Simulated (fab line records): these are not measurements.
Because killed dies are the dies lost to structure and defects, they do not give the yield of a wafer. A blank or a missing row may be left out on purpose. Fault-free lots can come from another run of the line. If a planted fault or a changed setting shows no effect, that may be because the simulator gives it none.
fab line records	flow n5_finfet
[record] lots = 24	wafers = 72	last_day = 18
route steps=1938 shown BEOL_M6@1240 BEOL_M7@1305
lots that met no fault: from a run of the same line without faults
start_h: the number of hours between the record's first day and the start of the first shown wafer of the lot	wait_h: time in hours since the lot's previous step	" the same as in the row above	L1.1+2: a row that stands for several wafers	- no value, or no start given	* or withheld: withheld	< > ~ a bound
route shown NAME@n: NAME is a module with steps in the file, n the number in the route of the first one	usual: mean/standard deviation of fault-free wafers	same: alike in all rows	chamber/n: place in a boat	sites: readings site by site	_std_site: standard deviation of those values	_edge_site: outer sites' mean less inner sites'	radius_mm: how far each site lies from the wafer's centre	mask NAME#n: copy n	behind: the last tool/chamber to shape the wafer	hold: why the lot went on hold/how many hours it stayed there/how the hold came to an end	device: the n, p or np transistor that did not switch	end of line: the route-end tests of the same wafers	step lacking rows: just its recipe	killed: at the first sort, the dies lost to defects and structure; wafer yield is something else	map: per-die view of a wafer (x killed, . not killed, _ where there is no die)
set.NAME: the setting the step ran with; set.NAME@STEP: the setting that earlier step ran with	model.NAME: the simulator's own value behind a step, which no gauge read
one table for each step of the route and one row for each wafer, over a sample of lots
services: when a tool's chamber went out of use (start_h, in hours from the record's first day, below 0 if earlier), for how many hours, and the reason
[[steps]]
[step N5_BEOL_M6_ETCH_41]
[recipe] chemistry = CH3F/O2	target = SiCN	target_depth_a = 297	taper_deg = 2	time_s = 52	ion_energy_ev = 120	mask_material = TiN	pressure_mtorr = 30	source_w = 395	bias_w = 75	Ar_flow_sccm = 150	CH3F_flow_sccm = 30	O2_flow_sccm = 20
[usual] bias_w = 75.01/0.23	drypump_motor_current_A = 5.7/0.67	oes_product_au = 0.82/0.075	rf_vpp_V = 297.0/1.8	showerhead_plenum_p_Torr = 1.99/0.084	throttle_valve_pct = 16.29/0.25
lot.wafer	tool	chamber	start_h	wait_h	bias_w	drypump_motor_current_A	oes_product_au	rf_hours_counter_h	rf_vpp_V	showerhead_plenum_p_Torr	throttle_valve_pct
L074.2	rie_diel-03	1	-	-	74.88	6.6	0.68	230	295.6	1.90	16.63
L074.3	"	2	"	"	74.94	4.8	0.91	32	297.1	1.94	15.82
L074.4	"	0	"	"	74.94	5.0	0.88	40	298.2	2.05	16.45
L075.1	rie_diel-03	1	-	-	75.33	6.6	0.68	232	294.4	1.90	16.65
L075.3	"	3	"	"	75.11	6.5	0.90	26	299.6	2.14	16.10
L075.5	"	0	"	"	74.46	5.0	0.88	-	298.3	2.05	16.45
L076.1	rie_diel-06	1	-	-	75.11	4.8	0.82	99	295.9	1.93	16.32
L076.2	"	0	"	"	75.05	5.2	0.83	67	297.0	1.95	16.31
L076.5	"	0	"	"	75.08	5.2	0.83	-	295.1	1.95	16.30
L077.1	rie_diel-06	0	-	-	74.87	5.2	0.83	72	296.2	1.95	16.31
L077.2	"	2	"	"	74.77	5.3	0.70	233	293.9	1.90	16.62
L077.3	"	1	"	"	75.14	4.9	0.82	103	294.8	1.93	16.34
L078.3	rie_diel-03	1	-	-	75.02	6.5	0.67	238	295.2	1.90	16.67
L078.5	"	3	"	"	75.22	6.5	0.89	-	299.3	2.14	16.11
L078.6	"	2	"	"	75.10	4.8	0.88	-	297.2	1.94	15.84
L080.2	rie_diel-04	3	-	-	75.09	5.6	0.85	79	296.4	1.96	16.53
L080.4	"	2	"	"	74.97	5.8	0.68	-	297.3	1.97	16.62
L080.5	"	3	"	"	75.30	5.6	0.85	-	295.1	1.96	16.53
L079.1	rie_diel-04	0	-	-	75.02	5.5	0.73	150	297.3	1.91	16.30
L079.4	"	3	"	"	74.86	5.6	0.84	80	296.4	1.96	16.53
L079.6	"	2	"	"	74.96	5.9	0.68	-	297.7	1.97	16.61
L081.1	rie_diel-03	0	-	-	75.25	5.0	0.85	56	298.9	2.04	16.47
L081.2	"	2	"	"	74.92	4.8	0.87	49	297.1	1.94	15.85
L081.3	"	3	"	"	74.95	6.5	0.88	39	299.5	2.14	16.10
L082.1	rie_diel-04	1	-	-	75.23	6.1	0.83	70	295.8	1.93	16.06
L082.3	"	2	"	"	74.79	5.8	0.68	248	297.2	1.97	16.61
L082.6	"	2	"	"	74.41	5.8	0.67	-	296.5	1.97	16.61
L083.2	rie_diel-03	3	-	-	74.87	6.5	0.88	42	299.6	2.13	16.11
L083.5	"	3	"	"	74.80	6.5	0.88	-	300.3	2.13	16.11
L083.6	"	2	"	"	75.17	4.8	0.87	-	296.2	1.94	15.85
L084.3	rie_diel-03	0	-	-	75.05	5.0	0.84	68	298.3	2.04	16.51
L084.5	"	0	"	"	75.01	5.0	0.83	-	298.6	2.04	16.51
L084.6	"	2	"	"	75.37	4.8	0.84	-	296.6	1.93	15.87
L086.1	rie_diel-03	3	-	-	75.00	6.5	0.86	51	299.5	2.13	16.15
L086.3	"	0	"	"	75.51	5.0	0.84	68	298.8	2.04	16.49
L086.4	"	0	"	"	75.28	5.0	0.84	-	296.9	2.04	16.51
L087.2	rie_diel-06	1	-	-	74.61	4.8	0.79	119	293.6	1.92	16.35
L087.3	"	0	"	"	75.29	5.2	0.80	87	296.0	1.95	16.35
L087.4	"	3	"	"	74.87	6.7	0.90	36	298.0	1.95	16.24
L085.1	rie_diel-06	2	-	-	74.89	5.3	0.68	247	296.2	1.89	16.63
L085.2	"	0	"	"	74.80	5.2	0.81	88	295.5	1.95	16.34
L085.5	"	1	"	"	74.33	4.8	0.80	-	294.0	1.92	16.35
L088.2	rie_diel-04	0	-	-	75.17	5.5	0.72	169	294.3	1.91	16.35
L088.5	"	1	"	"	74.80	6.1	0.83	-	296.1	1.93	16.10
L088.6	"	3	"	"	75.16	5.6	0.81	-	294.8	1.95	16.56
L089.2	rie_diel-04	3	-	-	74.86	5.6	0.81	104	295.6	1.95	16.58
L089.3	"	2	"	"	74.82	5.8	0.95	6	296.5	1.97	16.15
L089.6	"	3	"	"	74.61	5.6	0.81	-	294.3	1.95	16.58
L091.2	rie_diel-03	1	-	-	74.68	6.6	0.95	5	299.7	2.14	16.22
L091.4	"	3	"	"	75.06	6.5	0.86	63	299.2	2.13	16.14
L091.5	"	0	"	"	74.86	5.0	0.82	-	298.1	2.04	16.52
L090.1	rie_diel-03	2	-	-	74.84	4.8	0.84	72	295.2	1.93	15.88
L090.2	"	1	"	"	74.98	6.6	0.94	6	299.3	2.14	16.23
L090.3	"	0	"	"	74.89	5.0	0.82	80	297.0	2.03	16.52
L092.1	rie_diel-06	1	-	-	75.09	4.8	0.79	136	296.1	1.92	16.39
L092.4	"	0	"	"	74.94	5.2	0.80	106	297.4	1.94	16.40
L092.6	"	3	"	"	75.24	6.7	0.87	-	296.8	1.94	16.27
L095.2	rie_diel-04	3	-	-	75.01	5.6	0.80	115	297.0	1.94	16.59
L095.3	"	1	"	"	75.15	6.1	0.81	96	295.8	1.93	16.11
L095.5	"	3	"	"	75.16	5.6	0.78	-	295.0	1.95	16.60
L093.1	rie_diel-03	2	-	-	75.30	4.8	0.83	81	294.5	1.93	15.91
L093.3	"	1	"	"	74.58	6.6	0.91	14	299.8	2.14	16.25
L093.5	"	1	"	"	74.89	6.6	0.92	-	300.8	2.14	16.23
L094.1	rie_diel-04	2	-	-	75.40	5.8	0.91	19	296.2	1.96	16.18
L094.2	"	1	"	"	75.33	6.1	0.80	99	295.4	1.93	16.14
L094.5	"	2	"	"	75.16	5.9	0.91	-	296.3	1.96	16.18
L097.2	rie_diel-03	1	-	-	75.11	6.6	0.91	17	299.4	2.14	16.24
L097.3	"	0	"	"	74.81	5.0	0.81	91	297.7	2.03	16.55
L097.6	"	1	"	"	75.24	6.6	0.92	-	300.4	2.14	16.25
L096.2	rie_diel-03	3	-	-	74.93	6.5	0.82	75	298.4	2.12	16.18
L096.4	"	2	"	"	75.03	4.8	0.82	84	295.7	1.93	15.90
L096.6	"	3	"	"	74.94	6.5	0.83	-	299.5	2.12	16.18
[step N5_BEOL_M6_DEGAS_44]
[recipe] ambient = vacuum	temp_c = 250	time_s = 60
[usual] heater_power_w = 331/41
lot.wafer	tool	chamber	start_h	wait_h	heater_power_w
L074.2	pvd_sputter-01	-	182.86	0.2	316
L074.3	"	-	"	"	293
L074.4	"	-	"	"	397
L075.1	pvd_sputter-02	-	191.66	0.6	323
L075.3	"	-	"	"	397
L075.5	"	-	"	"	322
L076.1	pvd_sputter-01	-	194.84	0.8	288
L076.2	"	-	"	"	324
L076.5	"	-	"	"	281
L077.1	pvd_sputter-03	-	207.23	0.4	276
L077.2	"	-	"	"	325
L077.3	"	-	"	"	375
L078.3	pvd_sputter-03	-	207.31	0.2	368
L078.5	"	-	"	"	326
L078.6	"	-	"	"	274
L080.2	pvd_sputter-01	-	221.50	1.7	320
L080.4	"	-	"	"	396
L080.5	"	-	"	"	323
L079.1	pvd_sputter-02	-	222.69	0.5	329
L079.4	"	-	"	"	326
L079.6	"	-	"	"	316
L081.1	pvd_sputter-01	-	228.58	0.6	327
L081.2	"	-	"	"	403
L081.3	"	-	"	"	280
L082.1	pvd_sputter-01	-	236.97	0.6	314
L082.3	"	-	"	"	385
L082.6	"	-	"	"	403
L083.2	pvd_sputter-03	-	237.30	0.7	272
L083.5	"	-	"	"	379
L083.6	"	-	"	"	367
L084.3	pvd_sputter-02	-	257.42	0.3	316
L084.5	"	-	"	"	278
L084.6	"	-	"	"	313
L086.1	pvd_sputter-01	-	259.31	1.8	322
L086.3	"	-	"	"	328
L086.4	"	-	"	"	291
L087.2	pvd_sputter-02	-	260.28	1.0	316
L087.3	"	-	"	"	385
L087.4	"	-	"	"	324
L085.1	pvd_sputter-02	-	261.36	0.3	402
L085.2	"	-	"	"	325
L085.5	"	-	"	"	390
L088.2	pvd_sputter-02	-	269.14	0.3	400
L088.5	"	-	"	"	281
L088.6	"	-	"	"	313
L089.2	pvd_sputter-02	-	286.34	0.5	390
L089.3	"	-	"	"	274
L089.6	"	-	"	"	311
L091.2	pvd_sputter-02	-	288.62	0.8	393
L091.4	"	-	"	"	305
L091.5	"	-	"	"	391
L090.1	pvd_sputter-03	-	290.30	1.6	392
L090.2	"	-	"	"	326
L090.3	"	-	"	"	371
L092.1	pvd_sputter-01	-	303.38	0.3	392
L092.4	"	-	"	"	314
L092.6	"	-	"	"	397
L095.2	pvd_sputter-02	-	313.71	0.6	319
L095.3	"	-	"	"	286
L095.5	"	-	"	"	280
L093.1	pvd_sputter-01	-	316.43	0.5	333
L093.3	"	-	"	"	379
L093.5	"	-	"	"	318
L094.1	pvd_sputter-02	-	322.33	0.4	325
L094.2	"	-	"	"	308
L094.5	"	-	"	"	400
L097.2	pvd_sputter-01	-	322.69	0.2	326
L097.3	"	-	"	"	317
L097.6	"	-	"	"	321
L096.2	pvd_sputter-03	-	327.91	0.5	269
L096.4	"	-	"	"	391
L096.6	"	-	"	"	320
[step N5_BEOL_M7_VIA_ETCH_34]
[recipe] chemistry = C4F6/O2	target = SiCOH_lowk	target_depth_a = 1255	mask_material = SOC	taper_deg = 4	time_s = 50.5	ion_energy_ev = 250	pressure_mtorr = 30	source_w = 345	bias_w = 185	Ar_flow_sccm = 300	C4F6_flow_sccm = 10	O2_flow_sccm = 10
[usual] bias_w = 184.9/0.56	drypump_motor_current_A = 5.7/0.42	oes_product_au = 0.74/0.071	rf_vpp_V = 670/14	showerhead_plenum_p_Torr = 2.84/0.11	throttle_valve_pct = 21.00/0.21
lot.wafer	tool	chamber	start_h	wait_h	bias_w	drypump_motor_current_A	oes_product_au	rf_hours_counter_h	rf_vpp_V	showerhead_plenum_p_Torr	throttle_valve_pct
L074.2	rie_diel-05	0	190.04	0.0	184.4	5.9	0.84	77	694	3.00	20.95
L074.3	"	2	"	"	184.9	5.6	0.71	215	644	2.95	20.99
L074.4	"	1	"	"	185.5	5.7	0.71	177	676	2.74	21.38
L075.1	rie_diel-05	0	199.00	0.0	184.6	5.9	0.84	80	695	3.00	20.98
L075.3	"	2	"	"	184.1	5.6	0.71	219	644	2.95	21.00
L075.5	"	3	"	"	184.3	5.6	0.70	-	673	2.94	21.01
L076.1	rie_diel-05	1	201.02	0.0	185.3	5.7	0.71	181	677	2.74	21.38
L076.2	"	3	"	"	185.4	5.6	0.71	225	672	2.94	21.00
L076.5	"	2	"	"	185.1	5.6	0.70	-	645	2.95	20.99
L077.1	rie_diel-02	1	215.21	0.0	183.7	6.2	0.71	200	664	2.94	20.93
L077.2	"	3	"	"	184.5	5.9	0.68	210	665	2.71	20.93
L077.3	"	2	"	"	184.8	5.0	0.72	196	668	2.82	20.73
L078.3	rie_diel-01	0	215.49	0.0	184.4	6.0	0.77	160	661	2.73	21.06
L078.5	"	0	"	"	185.1	6.0	0.77	-	662	2.73	21.05
L078.6	"	3	"	"	184.3	5.0	0.71	-	666	2.72	20.95
L080.2	rie_diel-01	3	227.51	0.0	185.4	5.0	0.71	210	667	2.72	20.95
L080.4	"	0	"	"	184.6	6.0	0.76	164	662	2.72	21.07
L080.5	"	3	"	"	185.2	5.0	0.70	-	666	2.72	20.97
L079.1	rie_diel-05	0	229.66	0.0	185.7	5.9	0.82	88	693	2.99	20.98
L079.4	"	3	"	"	185.0	5.6	0.69	232	672	2.93	21.00
L079.6	"	1	"	"	185.1	5.7	0.71	-	677	2.73	21.41
L081.1	rie_diel-05	0	235.57	0.0	184.6	5.8	0.82	90	694	2.99	20.98
L081.2	"	2	"	"	185.3	5.6	0.69	229	645	2.94	20.98
L081.3	"	1	"	"	186.0	5.7	0.71	190	678	2.73	21.41
L083.2	rie_diel-02	3	245.09	0.0	184.8	5.9	0.68	219	663	2.70	20.95
L083.5	"	2	"	"	184.6	5.0	0.72	-	667	2.81	20.75
L083.6	"	3	"	"	184.7	5.9	0.68	-	665	2.70	20.94
L082.1	rie_diel-01	3	245.47	0.0	185.6	5.0	0.70	214	667	2.72	20.96
L082.3	"	0	"	"	184.7	6.0	0.76	169	661	2.72	21.06
L082.6	"	3	"	"	184.4	5.0	0.71	-	666	2.72	20.97
L084.3	rie_diel-01	1	265.51	0.0	184.6	6.5	0.85	66	664	2.86	20.68
L084.5	"	3	"	"	185.6	5.0	0.70	-	667	2.72	20.99
L084.6	"	2	"	"	185.1	6.0	0.70	-	691	2.94	21.15
L086.1	rie_diel-05	1	268.37	0.0	185.4	5.7	0.70	199	677	2.73	21.42
L086.3	"	3	"	"	184.6	5.6	0.70	243	673	2.93	21.03
L086.4	"	2	"	"	184.4	5.7	0.70	237	643	2.94	20.99
L087.2	rie_diel-01	1	268.60	0.0	183.7	6.5	0.84	67	663	2.86	20.68
L087.3	"	3	"	"	184.3	5.0	0.70	221	667	2.72	20.99
L087.4	"	2	"	"	184.5	5.9	0.70	212	692	2.94	21.16
L085.1	rie_diel-01	1	272.25	0.0	184.9	6.5	0.85	68	662	2.86	20.69
L085.2	"	2	"	"	184.3	6.0	0.70	212	691	2.94	21.16
L085.5	"	1	"	"	184.2	6.5	0.86	-	662	2.86	20.69
L088.2	rie_diel-02	2	274.86	0.0	184.6	5.0	0.72	213	670	2.81	20.76
L088.5	"	2	"	"	184.5	4.9	0.72	-	666	2.81	20.77
L088.6	"	1	"	"	184.4	6.2	0.70	-	665	2.94	20.95
L089.2	rie_diel-01	0	292.98	0.0	184.9	6.0	0.75	183	662	2.72	21.08
L089.3	"	3	"	"	186.3	5.0	0.69	228	666	2.71	20.99
L089.6	"	2	"	"	185.4	6.0	0.70	-	691	2.94	21.17
L091.2	rie_diel-02	3	296.51	0.0	184.4	5.9	0.67	234	664	2.70	20.98
L091.4	"	0	"	"	184.7	5.7	0.71	198	662	2.82	20.79
L091.5	"	2	"	"	185.4	4.9	0.71	-	667	2.80	20.77
L090.1	rie_diel-05	1	296.77	0.0	185.5	5.7	0.70	207	675	2.72	21.44
L090.2	"	0	"	"	185.3	5.9	0.81	107	695	2.98	20.99
L090.3	"	2	"	"	185.1	5.6	0.69	245	643	2.93	21.03
L092.1	rie_diel-05	1	313.02	0.0	184.0	5.7	0.69	211	676	2.72	21.44
L092.4	"	0	"	"	185.6	5.9	0.80	-	693	2.98	21.01
L092.6	"	1	"	"	184.9	5.7	0.68	-	676	2.72	21.42
L095.2	rie_diel-05	1	321.80	0.0	185.4	5.7	0.68	215	677	2.72	21.45
L095.3	"	3	"	"	184.4	5.6	0.93	5	671	2.92	20.66
L095.5	"	1	"	"	185.2	5.7	0.69	-	676	2.72	21.45
L093.1	rie_diel-01	3	324.34	0.0	184.6	5.0	0.69	236	667	2.71	20.99
L093.3	"	1	"	"	183.9	6.5	0.83	85	662	2.85	20.71
L093.5	"	0	"	"	184.5	6.0	0.74	-	663	2.71	21.10
L094.1	rie_diel-05	2	329.14	0.0	184.0	5.6	0.94	0	645	2.93	20.66
L094.2	"	3	"	"	184.5	5.6	0.92	9	671	2.92	20.67
L094.5	"	3	"	"	184.7	5.6	0.93	-	672	2.92	20.66
L097.2	rie_diel-01	0	329.49	0.0	186.9	6.0	0.73	195	662	2.71	21.12
L097.3	"	1	"	"	185.1	6.5	0.83	87	662	2.85	20.72
L097.6	"	1	"	"	185.4	6.5	0.82	-	663	2.85	20.71
L096.2	rie_diel-02	0	335.63	0.0	185.6	5.7	0.71	209	663	2.82	20.81
L096.4	"	3	"	"	185.5	5.9	0.66	246	664	2.69	20.98
L096.6	"	2	"	"	184.8	4.9	0.70	-	668	2.80	20.79
[step N5_BEOL_M7_CURE_75]
[recipe] temp_c = 370	time_s = 120	ambient = DMADMS/He	material = SiCOH_lowk
[usual] lamp_power_pct = 52.31/0.056	wafer_temp_C_max = 371.8/0.72
lot.wafer	tool	chamber	start_h	wait_h	lamp_power_pct	wafer_temp_C_max
L074.2	uv_cure-03	1	190.54	0.1	52.26	372.3
L074.3	"	1	"	"	52.30	372.3
L074.4	"	1	"	"	52.35	371.7
L075.1	uv_cure-03	2	199.45	0.0	52.42	372.7
L075.3	"	2	"	"	52.32	373.0
L075.5	"	2	"	"	52.29	372.9
L076.1	uv_cure-03	2	201.48	0.0	52.22	372.4
L076.2	"	2	"	"	52.27	373.8
L076.5	"	2	"	"	52.25	373.1
L077.1	uv_cure-01	2	215.83	0.2	52.31	372.6
L077.2	"	2	"	"	52.38	372.2
L077.3	"	2	"	"	52.40	372.4
L078.3	uv_cure-02	1	216.04	0.1	52.29	370.9
L078.5	"	1	"	"	52.37	371.2
L078.6	"	1	"	"	52.29	371.4
L080.2	uv_cure-02	1	228.01	0.1	52.36	371.0
L080.4	"	1	"	"	52.30	371.5
L080.5	"	1	"	"	52.31	371.2
L079.1	uv_cure-02	1	230.10	0.0	52.32	371.2
L079.4	"	1	"	"	52.23	371.5
L079.6	"	1	"	"	52.35	371.3
L081.1	uv_cure-03	1	236.02	0.0	52.35	371.5
L081.2	"	1	"	"	52.36	371.7
L081.3	"	1	"	"	52.32	371.3
L083.2	uv_cure-01	0	245.85	0.4	52.37	371.8
L083.5	"	0	"	"	52.26	372.0
L083.6	"	0	"	"	52.37	372.1
L082.1	uv_cure-03	0	245.91	0.0	52.28	371.7
L082.3	"	0	"	"	52.32	372.3
L082.6	"	0	"	"	52.39	373.8
L084.3	uv_cure-01	1	266.05	0.1	52.32	371.3
L084.5	"	1	"	"	52.31	371.4
L084.6	"	1	"	"	52.29	371.0
L086.1	uv_cure-03	0	268.95	0.2	52.40	372.6
L086.3	"	0	"	"	52.30	373.1
L086.4	"	0	"	"	52.28	373.4
L087.2	uv_cure-03	2	269.30	0.3	52.34	372.5
L087.3	"	2	"	"	52.33	372.4
L087.4	"	2	"	"	52.38	372.8
L085.1	uv_cure-02	1	272.70	0.0	52.40	370.8
L085.2	"	1	"	"	52.36	371.1
L085.5	"	1	"	"	52.35	370.9
L088.2	uv_cure-02	0	275.42	0.1	52.48	371.6
L088.5	"	0	"	"	52.36	371.2
L088.6	"	0	"	"	52.35	372.0
L089.2	uv_cure-03	0	293.49	0.1	52.24	372.5
L089.3	"	0	"	"	52.13	372.2
L089.6	"	0	"	"	52.35	372.1
L091.2	uv_cure-02	0	297.00	0.1	52.34	371.3
L091.4	"	0	"	"	52.29	371.5
L091.5	"	0	"	"	52.21	371.1
L090.1	uv_cure-01	0	297.21	0.0	52.24	371.7
L090.2	"	0	"	"	52.30	372.2
L090.3	"	0	"	"	52.35	372.1
L092.1	uv_cure-01	1	313.60	0.0	52.26	371.4
L092.4	"	1	"	"	52.34	370.6
L092.6	"	1	"	"	52.29	371.2
L095.2	uv_cure-01	0	322.30	0.1	52.26	372.0
L095.3	"	0	"	"	52.30	372.3
L095.5	"	0	"	"	52.23	372.2
L093.1	uv_cure-02	2	324.79	0.0	52.29	370.9
L093.3	"	2	"	"	52.31	371.6
L093.5	"	2	"	"	52.46	371.8
L094.1	uv_cure-01	2	329.58	0.0	52.28	372.3
L094.2	"	2	"	"	52.32	372.2
L094.5	"	2	"	"	52.34	371.7
L097.2	uv_cure-03	1	329.98	0.1	52.31	372.0
L097.3	"	1	"	"	52.36	371.4
L097.6	"	1	"	"	52.28	371.5
L096.2	uv_cure-02	2	336.12	0.1	52.32	371.1
L096.4	"	2	"	"	52.24	371.6
L096.6	"	2	"	"	52.22	371.1
[step N5_BEOL_M7_DEGAS_44]
[recipe] ambient = vacuum	temp_c = 250	time_s = 60
[usual] heater_power_w = 332/41
lot.wafer	tool	chamber	start_h	wait_h	heater_power_w
L074.2	pvd_sputter-01	-	191.08	0.5	327
L074.3	"	-	"	"	285
L074.4	"	-	"	"	392
L075.1	pvd_sputter-01	-	200.08	0.6	319
L075.3	"	-	"	"	283
L075.5	"	-	"	"	380
L076.1	pvd_sputter-02	-	203.28	1.8	274
L076.2	"	-	"	"	309
L076.5	"	-	"	"	278
L077.1	pvd_sputter-02	-	216.21	0.3	313
L077.2	"	-	"	"	398
L077.3	"	-	"	"	319
L078.3	pvd_sputter-02	-	216.29	0.2	308
L078.5	"	-	"	"	324
L078.6	"	-	"	"	280
L080.2	pvd_sputter-01	-	228.66	0.6	319
L080.4	"	-	"	"	321
L080.5	"	-	"	"	316
L079.1	pvd_sputter-02	-	231.50	1.3	324
L079.4	"	-	"	"	281
L079.6	"	-	"	"	320
L081.1	pvd_sputter-01	-	236.81	0.7	283
L081.2	"	-	"	"	396
L081.3	"	-	"	"	321
L083.2	pvd_sputter-01	-	247.31	1.4	388
L083.5	"	-	"	"	316
L083.6	"	-	"	"	383
L082.1	pvd_sputter-01	-	247.39	1.4	315
L082.3	"	-	"	"	400
L082.6	"	-	"	"	392
L084.3	pvd_sputter-02	-	267.82	1.7	320
L084.5	"	-	"	"	321
L084.6	"	-	"	"	391
L086.1	pvd_sputter-03	-	269.28	0.3	365
L086.3	"	-	"	"	383
L086.4	"	-	"	"	271
L087.2	pvd_sputter-03	-	269.80	0.5	400
L087.3	"	-	"	"	363
L087.4	"	-	"	"	325
L085.1	pvd_sputter-02	-	274.89	2.1	286
L085.2	"	-	"	"	398
L085.5	"	-	"	"	330
L088.2	pvd_sputter-01	-	276.01	0.5	322
L088.5	"	-	"	"	291
L088.6	"	-	"	"	400
L089.2	pvd_sputter-02	-	294.10	0.6	313
L089.3	"	-	"	"	398
L089.6	"	-	"	"	401
L091.2	pvd_sputter-02	-	297.46	0.4	318
L091.4	"	-	"	"	280
L091.5	"	-	"	"	286
L090.1	pvd_sputter-02	-	297.54	0.3	317
L090.2	"	-	"	"	394
L090.3	"	-	"	"	283
L092.1	pvd_sputter-01	-	313.93	0.3	279
L092.4	"	-	"	"	330
L092.6	"	-	"	"	396
L095.2	pvd_sputter-01	-	322.57	0.2	321
L095.3	"	-	"	"	331
L095.5	"	-	"	"	324
L093.1	pvd_sputter-01	-	325.13	0.3	326
L093.3	"	-	"	"	387
L093.5	"	-	"	"	320
L094.1	pvd_sputter-01	-	329.99	0.4	328
L094.2	"	-	"	"	288
L094.5	"	-	"	"	286
L097.2	pvd_sputter-02	-	330.69	0.7	380
L097.3	"	-	"	"	320
L097.6	"	-	"	"	332
L096.2	pvd_sputter-03	-	336.45	0.3	400
L096.4	"	-	"	"	325
L096.6	"	-	"	"	393
[step N5_BEOL_M7_ALD_77]
[recipe] material = TaN	target_thk_a = 20	temp_c = 275	ald_precursor_family = PDMAT	ald_co_reactant = NH3	pressure_torr = 3	carrier_flow_sccm = 1500	pulse_time_s = 2	purge_time_s = 3	co_reactant_purge_time_s = 2	co_reactant_pulse_time_s = 3	ald_cycles = 40	precursor_vessel_temp_c = 75	precursor_vessel_pressure_torr = 26.25	precursor_vessel_carrier_sccm = 1000
[usual] heater_power_w = 429/45	precursor_vessel_carrier_sccm = 1000.0/2.8	precursor_vessel_pressure_torr = 26.25/0.047
lot.wafer	tool	chamber	start_h	wait_h	heater_power_w	precursor_vessel_carrier_sccm	precursor_vessel_pressure_torr
L074.2	ald_metal-01	3	191.19	0.0	440	1000.0	26.20
L074.3	"	2	"	"	498	995.8	26.23
L074.4	"	0	"	"	360	997.4	26.28
L075.1	ald_metal-04	1	200.23	0.1	500	995.5	26.28
L075.3	"	3	"	"	437	1002.0	26.24
L075.5	"	1	"	"	499	998.4	26.21
L076.1	ald_metal-04	1	203.38	0.0	506	1001.9	26.31
L076.2	"	3	"	"	434	1001.9	26.19
L076.5	"	3	"	"	434	999.7	26.24
L077.1	ald_metal-03	2	216.35	0.1	382	1000.6	26.19
L077.2	"	1	"	"	434	996.4	26.26
L077.3	"	3	"	"	347	1000.4	26.19
L078.3	ald_metal-01	2	216.47	0.1	506	999.5	26.27
L078.5	"	2	"	"	506	996.8	26.26
L078.6	"	1	"	"	463	1001.1	26.19
L080.2	ald_metal-04	3	228.82	0.1	442	999.7	26.21
L080.4	"	1	"	"	498	1000.6	26.19
L080.5	"	3	"	"	433	1002.1	26.19
L079.1	ald_metal-04	3	231.60	0.0	434	999.9	26.29
L079.4	"	2	"	"	424	1004.2	26.22
L079.6	"	1	"	"	507	1003.3	26.25
L081.1	ald_metal-01	0	236.96	0.1	370	999.3	26.26
L081.2	"	2	"	"	517	999.5	26.28
L081.3	"	3	"	"	452	995.5	26.24
L083.2	ald_metal-04	1	247.64	0.3	493	998.0	26.19
L083.5	"	3	"	"	444	997.3	26.23
L083.6	"	2	"	"	418	1000.7	26.21
L082.1	ald_metal-01	3	247.72	0.3	434	1002.6	26.23
L082.3	"	0	"	"	366	1004.1	26.19
L082.6	"	3	"	"	450	1002.5	26.20
L084.3	ald_metal-04	1	267.92	0.0	501	1001.0	26.28
L084.5	"	3	"	"	432	1000.2	26.26
L084.6	"	0	"	"	428	1001.6	26.18
L086.1	ald_metal-04	0	269.44	0.1	421	1001.0	26.22
L086.3	"	3	"	"	440	1002.4	26.28
L086.4	"	2	"	"	427	998.9	26.22
L087.2	ald_metal-03	2	269.92	0.1	384	999.6	26.28
L087.3	"	1	"	"	431	996.8	26.15
L087.4	"	1	"	"	435	995.3	26.19
L085.1	ald_metal-04	0	274.99	0.0	413	998.1	26.23
L085.2	"	3	"	"	448	997.9	26.20
L085.5	"	1	"	"	511	992.8	26.28
L088.2	ald_metal-01	1	276.25	0.2	466	997.8	26.26
L088.5	"	0	"	"	360	997.4	26.15
L088.6	"	1	"	"	469	1004.7	26.19
L089.2	ald_metal-03	1	294.20	0.0	437	1002.6	26.21
L089.3	"	2	"	"	395	1005.1	26.21
L089.6	"	2	"	"	400	1006.5	26.22
L091.2	ald_metal-03	3	297.56	0.0	341	1000.1	26.23
L091.4	"	0	"	"	396	997.7	26.31
L091.5	"	1	"	"	444	999.0	26.24
L090.1	ald_metal-04	3	297.69	0.1	444	1002.1	26.19
L090.2	"	2	"	"	422	997.2	26.24
L090.3	"	1	"	"	494	997.2	26.36
L092.1	ald_metal-03	2	314.03	0.0	398	995.7	26.18
L092.4	"	0	"	"	392	999.7	26.32
L092.6	"	1	"	"	433	998.5	26.27
L095.2	ald_metal-01	0	322.70	0.1	361	997.9	26.15
L095.3	"	3	"	"	435	1005.5	26.24
L095.5	"	1	"	"	457	1005.3	26.21
L093.1	ald_metal-03	2	325.23	0.0	396	997.9	26.27
L093.3	"	1	"	"	440	997.2	26.25
L093.5	"	2	"	"	392	995.4	26.17
L094.1	ald_metal-03	0	330.11	0.1	401	998.4	26.27
L094.2	"	3	"	"	341	1001.6	26.25
L094.5	"	0	"	"	392	1002.9	26.24
L097.2	ald_metal-04	0	330.79	0.0	415	1001.1	26.23
L097.3	"	2	"	"	418	1003.5	26.15
L097.6	"	2	"	"	433	1002.3	26.20
L096.2	ald_metal-04	1	336.62	0.1	495	1001.5	26.24
L096.4	"	0	"	"	419	999.4	26.24
L096.6	"	1	"	"	499	1000.2	26.29
[[services]]
tool	chamber	start_h	hours	kind
uv_cure-03	-	161.20	2.8	pm
rie_diel-02	1	163.00	10.2	repair
uv_cure-01	-	165.90	2.1	pm
ald_metal-01	1	166.47	37.5	repair
ald_metal-01	-	174.89	1.0	repair
uv_cure-01	-	176.41	1.2	repair
rie_diel-05	1	177.64	1.4	repair
rie_diel-01	0	181.02	4.1	repair
ald_metal-03	-	194.52	6.0	pm
ald_metal-01	-	202.97	0.9	repair
ald_metal-03	-	234.85	8.7	pm
uv_cure-03	-	238.00	2.1	pm
rie_diel-03	1	241.09	-	clean
rie_diel-03	1	241.09	-	consumable_replace:focus_ring
rie_diel-03	1	241.09	-	consumable_replace:showerhead
rie_diel-06	2	243.08	8.3	repair
ald_metal-03	0	250.12	27.4	repair
uv_cure-02	-	257.76	1.6	repair
pvd_sputter-01	-	265.37	5.6	repair
uv_cure-03	-	279.94	5.0	repair
rie_diel-04	3	281.53	2.6	repair
rie_diel-05	3	291.67	-	clean
uv_cure-03	-	302.61	6.0	pm
rie_diel-04	-	311.41	0.7	repair
[[key]]
fault none
